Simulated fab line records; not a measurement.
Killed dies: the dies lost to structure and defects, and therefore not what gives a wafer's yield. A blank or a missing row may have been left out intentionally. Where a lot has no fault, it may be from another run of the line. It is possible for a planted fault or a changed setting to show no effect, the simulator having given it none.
Which tool is to blame? | flow n5-finfet | Sampling: 21 lots, 63 wafers, 6 of 1938 route steps

WHAT THE GAUGES READ, wafer by wafer
The record lacks any reading of a measuring or inspecting step that a usual standard deviation could be used to judge.

WHICH TOOL RAN EACH LOT (tool, then ch and the chambers of the sampled wafers, then the start)
lot  | N5_HKMG_FIN_ALD_36                  | N5_HKMG_FIN_DESCUM_17              | N5_HKMG_FIN_STRIP_34               | N5_HKMG_FIN_ALD_91                  | N5_GATE_CUT_CMP_02            | N5_GATE_CUT_HM_OPEN_40
L074 | ald-metal-03 ch 0,2,3, day 4 04:18  | rie-diel-06 ch 1,2,3, day 4 05:54  | rie-diel-06 ch 1,2,3, day 4 06:11  | ald-metal-03 ch 0,3, day 4 06:53    | cmp-02 ch 0,1,2, day 4 13:24  | rie-diel-04 ch 0,1,3, day 4 14:19
L075 | ald-metal-04 ch 0,3, day 4 10:48    | rie-diel-02 ch 0,1,3, day 4 12:02  | rie-diel-02 ch 0,1,3, day 4 12:19  | ald-metal-03 ch 0,1,3, day 4 13:01  | cmp-01 ch 0,2, day 4 19:30    | rie-diel-05 ch 1,2,3, day 4 20:32
L076 | ald-metal-04 ch 1,2, day 4 15:03    | rie-diel-06 ch 1,2, day 4 16:17    | rie-diel-06 ch 1,2, day 4 16:35    | ald-metal-02 ch 1,2, day 4 17:16    | cmp-03 ch 0,2,3, day 5 00:07  | rie-diel-04 ch 0,1,3, day 5 01:11
L077 | ald-metal-02 ch 1,2, day 4 21:55    | rie-diel-02 ch 0,1,3, day 4 23:02  | rie-diel-02 ch 0,1,3, day 4 23:19  | ald-metal-02 ch 0,1, day 5 00:01    | cmp-03 ch 0,2,3, day 5 06:49  | rie-diel-01 ch 2,3, day 5 07:41
L078 | ald-metal-03 ch 0,3, day 5 06:08    | rie-diel-02 ch 1,2,3, day 5 07:31  | rie-diel-02 ch 1,2,3, day 5 07:48  | ald-metal-04 ch 0,1,2, day 5 08:30  | cmp-01 ch 1,2,3, day 5 15:58  | rie-diel-04 ch 0,2,3, day 5 16:52
L079 | ald-metal-04 ch 2,3, day 5 19:35    | rie-diel-03 ch 2,3, day 5 20:41    | rie-diel-03 ch 2,3, day 5 20:59    | ald-metal-03 ch 0,1,2, day 5 21:40  | cmp-02 ch 1,3, day 6 04:20    | rie-diel-04 ch 0,1, day 6 05:22
L080 | ald-metal-02 ch 0,1,2, day 5 21:20  | rie-diel-02 ch 0,3, day 5 22:44    | rie-diel-02 ch 0,3, day 5 23:01    | ald-metal-02 ch 2,3, day 5 23:43    | cmp-01 ch 0,1,2, day 6 06:38  | rie-diel-04 ch 2,3, day 6 07:35
L081 | ald-metal-04 ch 2,3, day 6 02:50    | rie-diel-06 ch 0,1,2, day 6 04:05  | rie-diel-06 ch 0,1,2, day 6 04:22  | ald-metal-04 ch 0,1, day 6 05:08    | cmp-02 ch 1,2, day 6 11:32    | rie-diel-04 ch 0,1,2, day 6 12:30
L082 | ald-metal-02 ch 0,2,3, day 6 03:44  | rie-diel-02 ch 2,3, day 6 04:52    | rie-diel-02 ch 2,3, day 6 05:08    | ald-metal-02 ch 0,2,3, day 6 05:50  | cmp-01 ch 1,3, day 6 12:26    | rie-diel-01 ch 0,1,3, day 6 13:31
L083 | ald-metal-04 ch 1,2,3, day 6 10:17  | rie-diel-02 ch 0,2,3, day 6 11:32  | rie-diel-02 ch 0,2,3, day 6 11:49  | ald-metal-03 ch 0,2,3, day 6 12:31  | cmp-01 ch 0,1,3, day 6 19:07  | rie-diel-04 ch 0,1,2, day 6 20:05
L085 | ald-metal-03 ch 0,1,2, day 6 21:29  | rie-diel-06 ch 0,2,3, day 6 22:52  | rie-diel-06 ch 0,2,3, day 6 23:09  | ald-metal-03 ch 0,1, day 6 23:51    | cmp-02 ch 2,3, day 7 06:14    | rie-diel-04 ch 0,1,2, day 7 07:26
L086 | ald-metal-02 ch 0,3, day 7 03:52    | rie-diel-03 ch 1,2,3, day 7 05:06  | rie-diel-03 ch 1,2,3, day 7 05:23  | ald-metal-02 ch 0,2,3, day 7 06:05  | cmp-01 ch 1,2,3, day 7 12:26  | rie-diel-05 ch 1,2, day 7 13:20
L087 | ald-metal-02 ch 0,2, day 7 07:11    | rie-diel-02 ch 0,2, day 7 08:26    | rie-diel-02 ch 0,2, day 7 08:43    | ald-metal-02 ch 0,1, day 7 09:24    | cmp-01 ch 0,1, day 7 16:01    | rie-diel-01 ch 1,2, day 7 17:05
L088 | ald-metal-03 ch 1,2, day 7 16:47    | rie-diel-03 ch 1,2,3, day 7 17:56  | rie-diel-03 ch 1,2,3, day 7 18:13  | ald-metal-02 ch 0,3, day 7 18:55    | cmp-02 ch 1,2, day 8 01:14    | rie-diel-04 ch 0,1,3, day 8 02:19
L090 | ald-metal-03 ch 1,2,3, day 8 10:31  | rie-diel-02 ch 2,3, day 8 11:46    | rie-diel-02 ch 2,3, day 8 12:02    | ald-metal-02 ch 1,3, day 8 12:44    | cmp-02 ch 1,2,3, day 8 19:34  | rie-diel-05 ch 0,1, day 8 20:34
L091 | ald-metal-04 ch 1,2,3, day 8 14:46  | rie-diel-06 ch 0,1,3, day 8 16:01  | rie-diel-06 ch 0,1,3, day 8 16:17  | ald-metal-03 ch 0,2,3, day 8 17:01  | cmp-02 ch 0,2,3, day 9 00:21  | rie-diel-04 ch 0,1,2, day 9 01:19
L093 | ald-metal-02 ch 1,2,3, day 8 21:28  | rie-diel-03 ch 1,2,3, day 8 22:43  | rie-diel-03 ch 1,2,3, day 8 22:59  | ald-metal-02 ch 1,2,3, day 8 23:47  | cmp-03 ch 1,2,3, day 9 06:10  | rie-diel-04 ch 0,2, day 9 07:19
L094 | ald-metal-04 ch 2,3, day 9 06:55    | rie-diel-06 ch 0,2,3, day 9 08:10  | rie-diel-06 ch 0,2,3, day 9 08:26  | ald-metal-03 ch 0,3, day 9 09:08    | cmp-02 ch 0,1, day 9 15:55    | rie-diel-05 ch 1,2, day 9 17:02
L095 | ald-metal-04 ch 0,1,2, day 9 17:12  | rie-diel-03 ch 0,1,2, day 9 18:26  | rie-diel-03 ch 0,1,2, day 9 18:44  | ald-metal-03 ch 0,1,3, day 9 19:25  | cmp-01 ch 0,2,3, day 10 02:27 | rie-diel-04 ch 1,2,3, day 10 03:38
L097 | ald-metal-02 ch 2,3, day 10 04:18   | rie-diel-03 ch 1,2,3, day 10 05:32 | rie-diel-03 ch 1,2,3, day 10 05:49 | ald-metal-03 ch 1,2,3, day 10 06:31 | cmp-02 ch 0,2, day 10 13:00   | rie-diel-01 ch 0,1,2, day 10 13:57
L096 | ald-metal-02 ch 0,2,3, day 10 07:28 | rie-diel-03 ch 0,2,3, day 10 08:49 | rie-diel-03 ch 0,2,3, day 10 09:07 | ald-metal-04 ch 0,2,3, day 10 09:48 | cmp-01 ch 0,1,2, day 10 16:08 | rie-diel-05 ch 0,2,3, day 10 17:14
- N5_HKMG_FIN_ALD_36: deposits TiN, target thk 1 nm, pulse time 1 s, purge time 3 s.
- N5_HKMG_FIN_DESCUM_17: chemistry O2, time 7.9 s.
- N5_HKMG_FIN_STRIP_34: strips in CF4.
- N5_HKMG_FIN_ALD_91: deposits TiN, target thk 1 nm, pulse time 1 s, purge time 3 s.
- N5_GATE_CUT_CMP_02: polishes, stops on SiO2, t overpolish 12.7 s, target thk 0 nm.
- N5_GATE_CUT_HM_OPEN_40: chemistry C4F6/O2, target SiO2, target depth 139 nm, time 85.1 s.

AS READ BY THE TOOLS THEMSELVES (means over the sampled wafers that have a number; for cases with no such wafer, the mark the record gives instead)
N5_HKMG_FIN_ALD_36. Usual: heater-power-w 879 W, standard deviation 70; precursor-pulse-height-rel 0.999, standard deviation 0.021.
lot  | tool         | heater-power-w (W) | precursor-pulse-height-rel | flag
L074 | ald-metal-03 | 851                | 0.987                      |
L075 | ald-metal-04 | 904                | 1.007                      |
L076 | ald-metal-04 | 842                | 1.010                      |
L077 | ald-metal-02 | 896                | 1.002                      |
L078 | ald-metal-03 | 835                | 0.996                      |
L079 | ald-metal-04 | 873                | 0.991                      |
L080 | ald-metal-02 | 871                | 1.009                      |
L081 | ald-metal-04 | 883                | 0.991                      |
L082 | ald-metal-02 | 861                | 0.997                      |
L083 | ald-metal-04 | 852                | 1.001                      |
L085 | ald-metal-03 | 881                | 0.988                      |
L086 | ald-metal-02 | 852                | 1.003                      |
L087 | ald-metal-02 | 863                | 1.004                      |
L088 | ald-metal-03 | 968                | 0.999                      |
L090 | ald-metal-03 | 949                | 1.026                      |
L091 | ald-metal-04 | 848                | 0.999                      |
L093 | ald-metal-02 | 919                | 1.000                      |
L094 | ald-metal-04 | 847                | 1.000                      |
L095 | ald-metal-04 | 857                | 0.989                      |
L097 | ald-metal-02 | 879                | 1.010                      |
L096 | ald-metal-02 | 855                | 1.008                      |

N5_HKMG_FIN_DESCUM_17. Usual: chamber-pressure-mTorr 19.999 mTorr, standard deviation 0.018; drypump-motor-current-A 5.6 A, standard deviation 0.5; oes-product-au 0.84 a.u., standard deviation 0.066; rf-vpp-V 243.3 V, standard deviation 1.2; showerhead-plenum-p-Torr 2.10 Torr, standard deviation 0.063; throttle-valve-pct 20.36 %, standard deviation 0.22.
lot  | tool        | chamber-pressure-mTorr (mTorr) | drypump-motor-current-A (A) | oes-product-au (a.u.) | rf-vpp-V (V) | showerhead-plenum-p-Torr (Torr) | throttle-valve-pct (%) | flag
L074 | rie-diel-06 | 20.006                         | 5.6                         | 0.82                  | 242.2        | 2.07                            | 20.50                  |
L075 | rie-diel-02 | 19.989                         | 5.3                         | 0.83                  | 243.0        | 2.12                            | 20.43                  |
L076 | rie-diel-06 | 19.988                         | 5.0                         | 0.80                  | 241.7        | 2.03                            | 20.56                  |
L077 | rie-diel-02 | 20.008                         | 5.3                         | 0.82                  | 243.2        | 2.11                            | 20.43                  |
L078 | rie-diel-02 | 20.012                         | 5.2                         | 0.90                  | 244.4        | 2.10                            | 20.47                  |
L079 | rie-diel-03 | 20.003                         | 5.7                         | 0.87                  | 243.9        | 2.13                            | 20.02                  |
L080 | rie-diel-02 | 20.010                         | 5.4                         | 0.76                  | 243.5        | 2.12                            | 20.49                  |
L081 | rie-diel-06 | 20.001                         | 5.5                         | 0.83                  | 242.1        | 2.03                            | 20.47                  |
L082 | rie-diel-02 | 19.987                         | 5.3                         | 0.85                  | 244.3        | 2.15                            | 20.56                  |
L083 | rie-diel-02 | 19.997                         | 5.3                         | 0.82                  | 243.4        | 2.11                            | 20.54                  |
L085 | rie-diel-06 | 20.006                         | 6.1                         | 0.84                  | 242.5        | 2.06                            | 20.45                  |
L086 | rie-diel-03 | 20.009                         | 5.9                         | 0.86                  | 243.6        | 2.12                            | 20.09                  |
L087 | rie-diel-02 | 19.992                         | 5.2                         | 0.86                  | 242.6        | 2.06                            | 20.56                  |
L088 | rie-diel-03 | 20.006                         | 5.9                         | 0.85                  | 243.8        | 2.12                            | 20.11                  |
L090 | rie-diel-02 | 20.004                         | 5.2                         | 0.86                  | 243.1        | 2.09                            | 20.61                  |
L091 | rie-diel-06 | 19.991                         | 5.9                         | 0.80                  | 242.9        | 2.06                            | 20.59                  |
L093 | rie-diel-03 | 20.024                         | 5.9                         | 0.84                  | 243.4        | 2.12                            | 20.13                  |
L094 | rie-diel-06 | 19.988                         | 6.1                         | 0.82                  | 242.7        | 2.05                            | 20.47                  |
L095 | rie-diel-03 | 19.999                         | 5.8                         | 0.85                  | 243.6        | 2.16                            | 20.07                  |
L097 | rie-diel-03 | 19.998                         | 5.9                         | 0.82                  | 243.5        | 2.11                            | 20.14                  |
L096 | rie-diel-03 | 20.001                         | 5.7                         | 0.80                  | 244.5        | 2.14                            | 20.07                  |

N5_HKMG_FIN_STRIP_34. Usual: chamber-pressure-mTorr 49.99 mTorr, standard deviation 0.047; drypump-motor-current-A 5.6 A, standard deviation 0.5; oes-product-au 0.83 a.u., standard deviation 0.063; rf-vpp-V 271.3 V, standard deviation 1.3; showerhead-plenum-p-Torr 1.80 Torr, standard deviation 0.046; throttle-valve-pct 13.48 %, standard deviation 0.2.
lot  | tool        | chamber-pressure-mTorr (mTorr) | drypump-motor-current-A (A) | oes-product-au (a.u.) | rf-vpp-V (V) | showerhead-plenum-p-Torr (Torr) | throttle-valve-pct (%) | flag
L074 | rie-diel-06 | 50.01                          | 5.6                         | 0.81                  | 270.9        | 1.77                            | 13.56                  |
L075 | rie-diel-02 | 50.02                          | 5.3                         | 0.83                  | 271.8        | 1.82                            | 13.59                  |
L076 | rie-diel-06 | 49.99                          | 5.0                         | 0.79                  | 270.2        | 1.73                            | 13.61                  |
L077 | rie-diel-02 | 49.97                          | 5.3                         | 0.82                  | 271.7        | 1.81                            | 13.61                  |
L078 | rie-diel-02 | 50.00                          | 5.2                         | 0.89                  | 270.9        | 1.80                            | 13.52                  |
L079 | rie-diel-03 | 49.97                          | 5.7                         | 0.85                  | 271.2        | 1.83                            | 13.20                  |
L080 | rie-diel-02 | 50.03                          | 5.4                         | 0.76                  | 271.4        | 1.83                            | 13.73                  |
L081 | rie-diel-06 | 49.95                          | 5.5                         | 0.83                  | 269.8        | 1.75                            | 13.58                  |
L082 | rie-diel-02 | 50.01                          | 5.3                         | 0.83                  | 272.3        | 1.83                            | 13.62                  |
L083 | rie-diel-02 | 49.96                          | 5.3                         | 0.81                  | 271.6        | 1.81                            | 13.65                  |
L085 | rie-diel-06 | 49.98                          | 6.1                         | 0.83                  | 271.4        | 1.78                            | 13.57                  |
L086 | rie-diel-03 | 49.99                          | 5.9                         | 0.85                  | 270.9        | 1.82                            | 13.27                  |
L087 | rie-diel-02 | 49.98                          | 5.2                         | 0.85                  | 270.5        | 1.77                            | 13.63                  |
L088 | rie-diel-03 | 49.97                          | 5.9                         | 0.84                  | 271.7        | 1.82                            | 13.28                  |
L090 | rie-diel-02 | 50.00                          | 5.2                         | 0.85                  | 270.9        | 1.79                            | 13.59                  |
L091 | rie-diel-06 | 49.99                          | 5.9                         | 0.79                  | 270.5        | 1.76                            | 13.64                  |
L093 | rie-diel-03 | 50.01                          | 5.9                         | 0.82                  | 271.9        | 1.82                            | 13.29                  |
L094 | rie-diel-06 | 49.99                          | 6.1                         | 0.81                  | 270.9        | 1.77                            | 13.60                  |
L095 | rie-diel-03 | 49.98                          | 5.7                         | 0.84                  | 272.1        | 1.85                            | 13.21                  |
L097 | rie-diel-03 | 50.01                          | 5.9                         | 0.81                  | 271.3        | 1.82                            | 13.32                  |
L096 | rie-diel-03 | 49.99                          | 5.7                         | 0.79                  | 272.5        | 1.83                            | 13.23                  |

N5_HKMG_FIN_ALD_91. Usual: heater-power-w 885 W, standard deviation 83; precursor-pulse-height-rel 1.001, standard deviation 0.019.
lot  | tool         | heater-power-w (W) | precursor-pulse-height-rel | flag
L074 | ald-metal-03 | 893                | 0.999                      |
L075 | ald-metal-03 | 929                | 0.980                      |
L076 | ald-metal-02 | 893                | 1.004                      |
L077 | ald-metal-02 | 904                | 1.001                      |
L078 | ald-metal-04 | 856                | 0.996                      |
L079 | ald-metal-03 | 876                | 1.008                      |
L080 | ald-metal-02 | 867                | 0.995                      |
L081 | ald-metal-04 | 903                | 0.998                      |
L082 | ald-metal-02 | 855                | 1.017                      |
L083 | ald-metal-03 | 846                | 1.028                      |
L085 | ald-metal-03 | 958                | 0.999                      |
L086 | ald-metal-02 | 850                | 1.006                      |
L087 | ald-metal-02 | 904                | 1.013                      |
L088 | ald-metal-02 | 856                | 0.995                      |
L090 | ald-metal-02 | 938                | 0.974                      |
L091 | ald-metal-03 | 855                | 1.007                      |
L093 | ald-metal-02 | 902                | 0.996                      |
L094 | ald-metal-03 | 904                | 0.986                      |
L095 | ald-metal-03 | 931                | 0.985                      |
L097 | ald-metal-03 | 938                | 1.006                      |
L096 | ald-metal-04 | 894                | 1.007                      |

N5_GATE_CUT_CMP_02. Usual: motor-current-A 9.4 A, standard deviation 1.4; overpolish-run-s 12.700 s, standard deviation 0.0095; time-to-endpoint-s 25.4 s, standard deviation 2.6.
lot  | tool   | motor-current-A (A) | overpolish-run-s (s) | time-to-endpoint-s (s) | flag
L074 | cmp-02 | 8.5                 | 12.699               | 27.5                   |
L075 | cmp-01 | 10.4                | 12.700               | 25.3                   |
L076 | cmp-03 | 8.1                 | 12.699               | 23.1                   |
L077 | cmp-03 | 8.2                 | 12.698               | 22.7                   |
L078 | cmp-01 | 10.9                | 12.690               | 23.6                   |
L079 | cmp-02 | 8.8                 | 12.698               | 24.7                   |
L080 | cmp-01 | 10.5                | 12.699               | 25.6                   |
L081 | cmp-02 | 9.0                 | 12.699               | 27.2                   |
L082 | cmp-01 | 9.8                 | 12.706               | 27.7                   |
L083 | cmp-01 | 10.1                | 12.702               | 25.8                   |
L085 | cmp-02 | 8.9                 | 12.696               | 26.5                   |
L086 | cmp-01 | 11.3                | 12.697               | 28.0                   |
L087 | cmp-01 | 10.2                | 12.698               | 25.0                   |
L088 | cmp-02 | 9.4                 | 12.696               | 28.1                   |
L090 | cmp-02 | 9.0                 | 12.697               | 26.5                   |
L091 | cmp-02 | 8.4                 | 12.706               | 25.8                   |
L093 | cmp-03 | 8.3                 | 12.694               | 23.6                   |
L094 | cmp-02 | 7.5                 | 12.690               | 25.8                   |
L095 | cmp-01 | 10.2                | 12.708               | 23.2                   |
L097 | cmp-02 | 8.5                 | 12.689               | 25.8                   |
L096 | cmp-01 | 10.7                | 12.705               | 24.3                   |

N5_GATE_CUT_HM_OPEN_40. Usual: value, then standard deviation, for each; chamber-pressure-mTorr 30.000 mTorr / 0.026; drypump-motor-current-A 5.8 A / 0.36; etch-rf-on-time-s 94.0 s / 2.1; oes-product-au 0.69 a.u. / 0.08; rf-vpp-V 666 V / 15; showerhead-plenum-p-Torr 2.88 Torr / 0.078; throttle-valve-pct 20.9 % / 0.33.
lot  | tool        | chamber-pressure-mTorr (mTorr) | drypump-motor-current-A (A) | etch-rf-on-time-s (s) | oes-product-au (a.u.) | rf-vpp-V (V) | showerhead-plenum-p-Torr (Torr) | throttle-valve-pct (%) | flag
L074 | rie-diel-04 | 29.997                         | 5.9                         | 95.9                  | 0.64                  | 668          | 2.94                            | 21.1                   |
L075 | rie-diel-05 | 30.011                         | 5.6                         | 95.9                  | 0.66                  | 655          | 2.85                            | 20.9                   |
L076 | rie-diel-04 | 30.012                         | 5.9                         | 93.3                  | 0.64                  | 667          | 2.94                            | 21.1                   |
L077 | rie-diel-01 | 30.012                         | 5.5                         | 95.8                  | 0.65                  | 677          | 2.79                            | 21.2                   |
L078 | rie-diel-04 | 29.990                         | 5.9                         | 93.7                  | 0.71                  | 661          | 2.89                            | 20.8                   |
L079 | rie-diel-04 | 29.999                         | 5.8                         | 94.8                  | 0.64                  | 659          | 2.94                            | 21.1                   |
L080 | rie-diel-04 | 30.018                         | 6.0                         | 93.8                  | 0.70                  | 670          | 2.88                            | 20.9                   |
L081 | rie-diel-04 | 30.031                         | 6.0                         | 92.5                  | 0.71                  | 668          | 2.88                            | 20.8                   |
L082 | rie-diel-01 | 30.017                         | 5.5                         | 93.3                  | 0.71                  | 665          | 2.82                            | 20.8                   |
L083 | rie-diel-04 | 29.978                         | 6.1                         | 94.1                  | 0.70                  | 668          | 2.88                            | 20.8                   |
L085 | rie-diel-04 | 29.970                         | 6.0                         | 92.0                  | 0.70                  | 668          | 2.88                            | 20.8                   |
L086 | rie-diel-05 | 29.997                         | 5.4                         | 95.3                  | 0.67                  | 654          | 2.85                            | 20.8                   |
L087 | rie-diel-01 | 29.997                         | 5.5                         | 95.1                  | 0.66                  | 676          | 2.82                            | 21.0                   |
L088 | rie-diel-04 | 29.997                         | 5.9                         | 94.1                  | 0.63                  | 667          | 2.93                            | 21.1                   |
L090 | rie-diel-05 | 30.005                         | 5.3                         | 92.7                  | 0.73                  | 656          | 2.92                            | 20.8                   |
L091 | rie-diel-04 | 29.986                         | 6.0                         | 93.2                  | 0.69                  | 667          | 2.87                            | 20.8                   |
L093 | rie-diel-04 | 29.995                         | 6.0                         | 91.6                  | 0.74                  | 662          | 2.82                            | 20.6                   |
L094 | rie-diel-05 | 30.001                         | 5.4                         | 94.7                  | 0.66                  | 653          | 2.84                            | 20.8                   |
L095 | rie-diel-04 | 30.004                         | 6.1                         | 93.2                  | 0.75                  | 675          | 2.86                            | 20.7                   |
L097 | rie-diel-01 | 30.002                         | 5.4                         | 94.7                  | 0.67                  | 667          | 2.84                            | 21.1                   |
L096 | rie-diel-05 | 30.022                         | 5.6                         | 96.3                  | 0.67                  | 655          | 2.90                            | 21.1                   |

THE ANSWER, worked out from the rows above alone
Rule: a lot is off if the mean of its wafers that have a number lies more than 3 standard deviations from the usual mean. Also off: a lot with no number at a reading for which 4 or more lots have one. The other lots that the step has rows for count as sound. The gauges are gone through in route order, then the tools' own readings, and for those a lot's mean is taken as printed above. At the first step where some lot is off, the reading lying furthest off is the one used; lots without a number count as furthest.
No lot is off at any reading shown: from this, nothing can be told.

WHAT HAD BEEN PUT IN BY THE SIMULATOR
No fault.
